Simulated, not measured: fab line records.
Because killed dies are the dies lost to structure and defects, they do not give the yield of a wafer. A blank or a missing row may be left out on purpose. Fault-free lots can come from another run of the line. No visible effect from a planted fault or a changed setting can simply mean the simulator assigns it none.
Chamber matching	flow nand harc	rie diel-10 running NHARC_P_M1_DESCUM_14: 3 sister chambers
The step chemistry O2, time 3 s. 16 wafers are shown with their chamber, then 6 later ones without.

WAFERS PAIRED WITH THEIR CHAMBERS
wafer	chamber	drypump motor current A (A)	oes product au (a.u.)	throttle valve pct (%)
L076.1	2	5.3	1.013	11.311
L076.3	1	5.7	1.016	11.309
L076.4	3	6.2	1.001	11.311
L078.1	2	5.3	1.010	11.296
L078.2	3	6.2	1.009	11.304
L078.4	2	5.3	1.018	11.322
L084.2	1	5.7	1.012	11.295
L084.4	1	5.7	1.009	11.323
L084.6	2	5.3	1.000	11.317
L085.2	1	5.7	1.008	11.323
L085.4	3	6.1	1.008	11.309
L085.6	3	6.1	1.012	11.293
L086.2	2	5.3	1.016	11.311
L086.3	3	6.1	1.007	11.302
L086.6	2	5.3	1.016	11.292
L089.2	2	5.3	1.013	11.311

SIGNATURES (means of the wafers above)
reading	chamber 1	chamber 2	chamber 3	scatter within a chamber
drypump motor current A	5.700	5.300	6.140	0.0304
oes product au	1.01125	1.01229	1.00740	0.00497
throttle valve pct	11.31250	11.30857	11.30380	0.0105
Rule: distance of a wafer from a chamber = root of the sum over the readings of ((wafer's reading minus chamber's mean) / reading's scatter) squared. If the next closest chamber is less than 2 further off than the closest, the wafer can't be placed; otherwise it belongs to the closest. How the scatter is found: for the shown wafers, subtract from each reading the mean of its chamber, square and add these, divide the total by (wafers less chambers), then take the root.

WAFERS MISSING THEIR CHAMBER
wafer	drypump motor current A (A)	oes product au (a.u.)	throttle valve pct (%)
L089.5	5.3	1.019	11.324
L088.1	5.3	1.025	11.311
L088.2	6.1	1.008	11.324
L088.5	5.3	1.038	11.326
L096.2	5.3	0.999	11.301
L096.6	5.7	1.004	11.308

WHICH CHAMBER EACH WENT THROUGH
wafer	from the rows above	in truth
L089.5	2	2
L088.1	2	2
L088.2	3	3
L088.5	2	2
L096.2	2	2
L096.6	1	1
Correct placement for 6 of the 6. Can't be placed from these rows: 0. Number placed wrongly: 0.
